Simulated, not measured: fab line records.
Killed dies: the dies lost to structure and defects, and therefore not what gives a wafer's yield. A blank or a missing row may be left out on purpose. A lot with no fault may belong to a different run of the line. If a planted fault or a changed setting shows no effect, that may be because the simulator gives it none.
A struck lot beside a sound one ; flow nandHarc ; 25 steps out of a route of 1159
Sound: the wafers L809.1, L809.2, L809.6. Struck: wafers L811.1, L811.4, L811.6. The cause comes at the end.
For every step that has rows: the tool of each side, followed by ch and its chambers, followed by its first start. Under that, the readings that differ: sound wafers ; struck wafers ; difference of the means ; sigmas: that difference in standard deviations of wafers without a fault.
alike: readings whose means differ by less than 2 such deviations, and words and numbers that are the same on both sides. not compared: withheld readings, readings that some wafer has no value for, bounds like >300 that may hide the same value, and numbers for which the record gives no deviation and whose values overlap.
The two part at a step that has a row with sigmas, a row that says differs or no value, or rows on one side only. When numbers do not overlap yet have no deviation, they are printed without sigmas and do not part them. A reading that every wafer of one side lacks parts them only if that side has two wafers or more.

first, 8 steps without rows for these wafers: NHARC_A_CHANNEL_HOLE_D1_DESCUM_15 (chemistry O2, time 3 s); NHARC_A_CHANNEL_HOLE_D1_ETCH_38 (etches the open film in CF4, target depth 39 nm, time 65 s); NHARC_A_CHANNEL_HOLE_D1_ETCH_39 (etches the open film in N2/H2, target depth 260 nm, time 325 s); NHARC_A_CHANNEL_HOLE_D1_ETCH_34 (etches the open film in CF4/CHF3, target depth 154 nm, time 77 s); NHARC_A_CHANNEL_HOLE_D1_ETCH_16 (etches the open film in O2/COS, target depth 3100 nm, time 806 s); NHARC_A_CHANNEL_HOLE_D1_ETCH_19 (etches the open film in C4F8/O2/Ar, time 34.5 s); NHARC_A_CHANNEL_HOLE_D1_ETCH_20 (etches the open film in C4F8/O2/Ar, time 361.9 s, target depth 1600 nm); NHARC_A_CHANNEL_HOLE_D1_ETCH_21 (etches the open film in C4F8/O2/Ar, time 514.3 s, target depth 1600 nm).
NHARC_A_CHANNEL_HOLE_D1_ETCH_22: etches the open film in C4F8/O2/Ar, time 666.7 s, target depth 1600 nm.
  sound on harEtch-02 ch 0,1, day 11 22:22; struck on harEtch-02 ch 0,1, day 12 06:53
  alike: c4f8FlowSccm, drypumpMotorCurrentA, heBacksideLeakSccm, showerheadPlenumPTorr, throttleValvePct
  not compared: rfHoursCounterH
then, 13 steps without rows for these wafers: NHARC_A_CHANNEL_HOLE_D1_ETCH_23 (etches the open film in C4F8/O2/Ar, time 819 s, target depth 1600 nm); NHARC_A_CHANNEL_HOLE_D1_ETCH_24 (etches the open film in C4F8/O2/Ar, time 906.2 s, target depth 1500 nm); NHARC_A_CHANNEL_HOLE_D1_ETCH_25 (etches the open film in C4F8/O2/Ar, time 1040.2 s, target depth 1500 nm); NHARC_A_CHANNEL_HOLE_D1_ETCH_26 (etches the open film in C4F8/O2/Ar, time 224.1 s, target depth 300 nm); NHARC_A_CHANNEL_HOLE_D1_ETCH_33 (etches the open film in C4F8/O2/Ar, time 90 s, target depth 400 nm); NHARC_A_CHANNEL_HOLE_D1_STRIP_41 (strips in N2/H2); NHARC_A_CHANNEL_HOLE_D1_STRIP_42 (strips in CF4/CHF3); NHARC_A_CHANNEL_HOLE_D1_STRIP_43 (strips in O2/COS); NHARC_A_CHANNEL_HOLE_D1_ETCH_44 (etches the open film in CF4/O2, target depth 140 nm, overetch 14 nm, time 77 s); NHARC_A_CHANNEL_HOLE_D1_STRIP_27 (strips in O2); NHARC_A_CHANNEL_HOLE_D1_PRECLEAN_28 (cleans in SC1); NHARC_A_CHANNEL_HOLE_D1_SRD_29; NHARC_A_CHANNEL_HOLE_D1_XSEM_31.
NHARC_A_CHANNEL_HOLE_D1_INSPECT_40:
  sound on defectInspect-02, day 12 03:14; struck on defectInspect-02, day 12 11:44
reading;sound;struck;difference;sigmas
rawDefectCount;49 55 59;330 353 345;+288;+16
then, 1 step without rows for these wafers: NHARC_A_CHANNEL_FILL_D1_PRECLEAN_00 (cleans in SC1).
-- jump in the record: it breaks off in module A_CHANNEL_FILL_D1 and resumes in module END (first step shown: number 1159 of the route), and 12 days separate the struck wafers' starts before and after --
NHARC_END_SORT_01:
  sound on prober-02 ch 0, day 24 20:24; struck on prober-02 ch 0, day 24 04:48
reading;sound;struck;difference;sigmas
killedAtArray;36 28 37;66 74 76;+38;+4
killedAtPeriphery;5 3 2;11 12 7;+7;+2
killedDies;43 31 40;77 89 85;+46;+5
  alike: killedAtOther, killedOpen, killedShort

== WHERE THEY PART ==
First at NHARC_A_CHANNEL_HOLE_D1_INSPECT_40; last, within this record, at NHARC_END_SORT_01.

WHY: whatever the simulator had introduced
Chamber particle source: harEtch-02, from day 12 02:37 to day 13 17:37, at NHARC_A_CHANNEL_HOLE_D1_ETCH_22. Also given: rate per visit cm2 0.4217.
